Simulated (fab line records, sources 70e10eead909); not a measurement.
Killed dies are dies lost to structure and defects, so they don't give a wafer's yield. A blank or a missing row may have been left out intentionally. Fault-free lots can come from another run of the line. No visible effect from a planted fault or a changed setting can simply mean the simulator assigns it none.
Matching of chambers | flow nandHarc | rieDiel-03 running NHARC_A_SGD_CUT_ETCH_58: 4 sister chambers
The step etches the open film in CF4, target depth 39 nm, time 65 s. 7 wafers are shown with their chamber, then 8 later ones without.

== EACH WAFER AND ITS CHAMBER ==
wafer  | chamber | showerheadPlenumPTorr (Torr) | rfVppV (V)
L081.6 | 0       | 1.66                         | 149.6
L087.2 | 2       | 1.81                         | 151.0
L087.5 | 3       | 1.84                         | 151.2
L088.1 | 3       | 1.84                         | 150.5
L088.3 | 1       | 1.70                         | 149.5
L088.6 | 2       | 1.80                         | 152.1
L091.3 | 1       | 1.70                         | 150.2

== WAFERS WITH NO CHAMBER GIVEN ==
wafer  | showerheadPlenumPTorr (Torr) | rfVppV (V)
L091.4 | 1.80                         | 152.8
L091.5 | 1.84                         | 151.1
L092.3 | 1.80                         | 151.1
L092.5 | 1.84                         | 152.5
L092.6 | 1.70                         | 151.5
L096.2 | 1.70                         | 151.1
L096.4 | 1.84                         | 152.3
L096.5 | 1.80                         | 151.2

== WHICH CHAMBER EACH WENT THROUGH ==
wafer  | from the rows above | in truth
L091.4 | 2                   | 2
L091.5 | 3                   | 3
L092.3 | 2                   | 2
L092.5 | 3                   | 3
L092.6 | 1                   | 1
L096.2 | 1                   | 1
L096.4 | 3                   | 3
L096.5 | 2                   | 2
Correctly placed: 8 of 8. From these rows, 0 cannot be placed. Wrongly placed: 0.
How it was worked out, from the rows above alone: a wafer's distance from a chamber is the root of the sum, over the readings, of the square of ((its reading less the chamber's mean) divided by the reading's scatter). If the next closest chamber is less than 2 further off than the closest, the wafer can't be placed; otherwise it belongs to the closest. A chamber's mean is the mean of its shown wafers. How the scatter is found: for the shown wafers, subtract from each reading the mean of its chamber, square and add these, divide the total by (wafers less chambers), then take the root.
